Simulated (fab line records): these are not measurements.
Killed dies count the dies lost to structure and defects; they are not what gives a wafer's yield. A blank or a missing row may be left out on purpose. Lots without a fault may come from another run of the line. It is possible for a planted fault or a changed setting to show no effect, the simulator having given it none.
2 desks looking at one fault || flow n5_finfet || what lay behind the numbers comes last; until then each desk has only its own

AT THE TOOL OWNER'S DESK: arfi_scanner-02
The tool's own readings at N5_BEOL_M11_EXPOSE_08 (exposes mask M11): means of the sampled wafers that have a number, for each lot that ran on this tool. A lot is out of limits, marked OUT, if its mean lies more than 4 standard deviations from the usual mean; the brackets give that distance.
Columns: A = exposure_dose_mJ_cm2 at N5_BEOL_M11_EXPOSE_08, usual 53.70; B = stage_vel_mm_s at N5_BEOL_M11_EXPOSE_08, usual 499.96 mm/s
{"lot": "L245", "first seen here": "day 10 11:58", "A": 53.65, "B": 500.28}
{"lot": "L247", "first seen here": "day 10 19:34", "A": 53.60, "B": 499.85}
{"lot": "L253", "first seen here": "day 12 14:50", "A": 53.66, "B": 500.04}
{"lot": "L258", "first seen here": "day 13 11:40", "A": "55.22 (+28) OUT", "B": 499.79}
{"lot": "L259", "first seen here": "day 13 21:24", "A": "54.94 (+23) OUT", "B": 500.11}
{"lot": "L261", "first seen here": "day 14 14:56", "A": "54.71 (+18) OUT", "B": 499.79}
Finding of this desk: L258, L259, L261 out of limits; the first was L258 at day 13 11:40, on exposure_dose_mJ_cm2 at N5_BEOL_M11_EXPOSE_08. L245, L247, L253: within limits.

THE DEFECT DESK
Inspection counts along the route, by lot: the mean over sampled wafers that carry a number. A lot is out of limits, marked OUT, if its mean lies more than 4 standard deviations from the usual mean; the brackets give that distance.
Columns: A = raw_defect_count at N5_BEOL_M11_INSPECT_13, usual 414
{"lot": "L245", "first seen here": "day 10 12:08", "A": 401}
{"lot": "L247", "first seen here": "day 10 19:44", "A": 536}
{"lot": "L249", "first seen here": "day 11 11:02", "A": 393}
{"lot": "L250", "first seen here": "day 12 02:46", "A": 439}
{"lot": "L252", "first seen here": "day 12 06:13", "A": 427}
{"lot": "L253", "first seen here": "day 12 15:01", "A": 400}
{"lot": "L258", "first seen here": "day 13 11:50", "A": 374}
{"lot": "L259", "first seen here": "day 13 21:35", "A": 320}
{"lot": "L261", "first seen here": "day 14 15:06", "A": 282}
{"lot": "L264", "first seen here": "day 15 22:17", "A": 478}
{"lot": "L266", "first seen here": "day 16 03:08", "A": 382}
{"lot": "L265", "first seen here": "day 16 03:28", "A": 403}
This desk found nothing out of limits on any of the 12 lots.

TAKEN TOGETHER
The tool owner's desk could have raised an alarm at day 13 11:40, on L258, L259, L261.
Nothing out of limits was seen by the defect desk.
The defect desk has L258, L259, L261 on record, within its limits.
N5_BEOL_M11_EXPOSE_08 was run on arfi_scanner-02 by each of the lots named.

WHAT HAD BEEN PUT IN BY THE SIMULATOR
Process parameter drift: arfi_scanner-02, from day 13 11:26 on, at N5_BEOL_M11_EXPOSE_08. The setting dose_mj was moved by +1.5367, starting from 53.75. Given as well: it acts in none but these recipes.
Shown lots that were struck: L258, L259, L261.
Delay in hours, fault start to first out-of-limits reading, by desk: the tool owner's desk at 0.
